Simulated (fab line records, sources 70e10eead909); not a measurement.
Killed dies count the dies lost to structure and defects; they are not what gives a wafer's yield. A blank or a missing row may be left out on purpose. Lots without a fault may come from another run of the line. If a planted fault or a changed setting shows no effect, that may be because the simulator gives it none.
Matching of chambers	flow nandHarc	NHARC_A_STAIRCASE_TRIM_196 on rieDiel-01 has 4 sister chambers
The step chemistry O2, time 211.2 s. 4 wafers are shown with their chamber, then 10 later ones without.

EACH WAFER AND ITS CHAMBER
wafer	chamber	drypumpMotorCurrentA (A)
L082.1	1	6.4
L085.3	0	5.4
L090.1	3	5.9
L090.3	2	5.7

WAFERS WITH NO CHAMBER GIVEN
wafer	drypumpMotorCurrentA (A)
L090.5	5.8
L091.3	5.8
L091.4	6.4
L091.6	5.7
L092.1	5.4
L092.2	6.4
L092.3	5.7
L094.1	6.4
L094.2	5.7
L094.4	5.4

WHICH CHAMBER EACH WENT THROUGH
wafer	from the rows above	in truth
L090.5	can't be placed: 2 or 3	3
L091.3	can't be placed: 2 or 3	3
L091.4	1	1
L091.6	2	2
L092.1	0	0
L092.2	1	1
L092.3	2	2
L094.1	1	1
L094.2	2	2
L094.4	0	0
Correctly placed: 8 of 10. Unplaceable from these rows: 2, with the true chamber sitting among the candidates in 2. 0 placed wrongly.
How it was worked out, from the rows above alone: a wafer's distance from a chamber is the root of the sum, over the readings, of the square of ((its reading less the chamber's mean) divided by the reading's scatter). The wafer belongs to the nearest chamber; if the next one is less than 2 further off, it can't be placed. Each chamber's mean is taken over the wafers shown for it. The scatter (one wafer shown for each chamber): square how far every hidden wafer sits from the nearest shown wafer, average those squares and take the square root.
